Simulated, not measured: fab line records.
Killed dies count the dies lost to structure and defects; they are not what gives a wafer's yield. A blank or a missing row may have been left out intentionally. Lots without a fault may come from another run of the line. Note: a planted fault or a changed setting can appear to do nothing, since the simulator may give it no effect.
Chamber matching | flow n5Finfet | N5_HKMG_FIN_DESCUM_17 on rieDiel-02: 4 sister chambers
The step chemistry O2, time 7.9 s. 7 wafers are shown with their chamber, then 7 later ones without.

WAFERS, EACH WITH ITS CHAMBER
wafer  | chamber | drypumpMotorCurrentA (A) | showerheadPlenumPTorr (Torr)
L075.1 | 0       | 5.2                      | 2.06
L079.6 | 1       | 6.1                      | 2.10
L081.3 | 3       | 5.1                      | 2.14
L081.5 | 2       | 5.7                      | 2.06
L081.6 | 3       | 5.1                      | 2.14
L084.1 | 2       | 5.8                      | 2.06
L084.2 | 1       | 6.2                      | 2.09

WAFERS WITH NO CHAMBER GIVEN
wafer  | drypumpMotorCurrentA (A) | showerheadPlenumPTorr (Torr)
L084.5 | 5.8                      | 2.06
L093.1 | 6.2                      | 2.08
L093.4 | 5.2                      | 2.04
L093.6 | 5.1                      | 2.13
L096.1 | 5.8                      | 2.05
L096.4 | 5.1                      | 2.13
L096.5 | 6.2                      | 2.08

EACH ONE'S CHAMBER
wafer  | from the rows above | in truth
L084.5 | 2                   | 2
L093.1 | 1                   | 1
L093.4 | 0                   | 0
L093.6 | 3                   | 3
L096.1 | 2                   | 2
L096.4 | 3                   | 3
L096.5 | 1                   | 1
Correctly placed: 7 of 7. Not placeable from these rows: 0. Placed wrongly: 0.
How it was worked out, from the rows above alone: a wafer's distance from a chamber is the root of the sum, over the readings, of the square of ((its reading less the chamber's mean) divided by the reading's scatter). If the next closest chamber is less than 2 further off than the closest, the wafer can't be placed; otherwise it belongs to the closest. A chamber's mean is the mean of its shown wafers. The scatter: take each reading less its chamber's mean, square it, sum over the shown wafers, divide by the number of wafers less the number of chambers, and take the root.
